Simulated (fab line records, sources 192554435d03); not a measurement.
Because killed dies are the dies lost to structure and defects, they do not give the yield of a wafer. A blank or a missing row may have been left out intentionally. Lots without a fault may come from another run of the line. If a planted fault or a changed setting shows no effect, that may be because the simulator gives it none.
Matching of chambers / flow n5Finfet / rieSi-06 running N5_BEOL_M0_SAQP_MANDREL_ETCH_20: 4 sister chambers
The step etches a-Si in HBr/Cl2, stops on SiNx, target depth 60 nm, bt time 10 s, time 30 s. 8 wafers are shown with their chamber, then 7 later ones without.

WAFERS WITH THEIR CHAMBER
wafer=L485.1; chamber=1; throttleValvePct (%)=35.1; oesProductAu (a.u.)=0.768
wafer=L485.6; chamber=3; throttleValvePct (%)=35.3; oesProductAu (a.u.)=0.804
wafer=L487.1; chamber=2; throttleValvePct (%)=35.1; oesProductAu (a.u.)=0.773
wafer=L490.2; chamber=0; throttleValvePct (%)=35.1; oesProductAu (a.u.)=0.790
wafer=L490.4; chamber=1; throttleValvePct (%)=35.0; oesProductAu (a.u.)=0.779
wafer=L490.5; chamber=0; throttleValvePct (%)=35.1; oesProductAu (a.u.)=0.787
wafer=L499.3; chamber=2; throttleValvePct (%)=35.1; oesProductAu (a.u.)=0.769
wafer=L499.5; chamber=3; throttleValvePct (%)=35.3; oesProductAu (a.u.)=0.801

WAFERS WITHOUT THEIR CHAMBER
wafer=L499.6; throttleValvePct (%)=35.1; oesProductAu (a.u.)=0.786
wafer=L501.1; throttleValvePct (%)=35.0; oesProductAu (a.u.)=0.769
wafer=L501.4; throttleValvePct (%)=35.1; oesProductAu (a.u.)=0.788
wafer=L501.5; throttleValvePct (%)=35.1; oesProductAu (a.u.)=0.779
wafer=L502.3; throttleValvePct (%)=35.1; oesProductAu (a.u.)=0.778
wafer=L502.4; throttleValvePct (%)=35.3; oesProductAu (a.u.)=0.789
wafer=L502.5; throttleValvePct (%)=35.0; oesProductAu (a.u.)=0.776

WHICH CHAMBER EACH WENT THROUGH
wafer=L499.6; from the rows above=0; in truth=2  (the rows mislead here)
wafer=L501.1; from the rows above=can't be placed: 1 or 2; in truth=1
wafer=L501.4; from the rows above=0; in truth=0
wafer=L501.5; from the rows above=can't be placed: 2 or 1 or 0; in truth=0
wafer=L502.3; from the rows above=can't be placed: 2 or 1 or 0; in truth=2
wafer=L502.4; from the rows above=3; in truth=3
wafer=L502.5; from the rows above=can't be placed: 1 or 2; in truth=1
Correct placement for 2 of the 7. From these rows, 4 cannot be placed; in 4 the true chamber is one of the candidates. Placed wrongly: 1.
How it was worked out, from the rows above alone: a wafer's distance from a chamber is the root of the sum, over the readings, of the square of ((its reading less the chamber's mean) divided by the reading's scatter). If the next closest chamber is less than 2 further off than the closest, the wafer can't be placed; otherwise it belongs to the closest. A chamber's mean is the mean of its shown wafers. How the scatter is found: for the shown wafers, subtract from each reading the mean of its chamber, square and add these, divide the total by (wafers less chambers), then take the root.
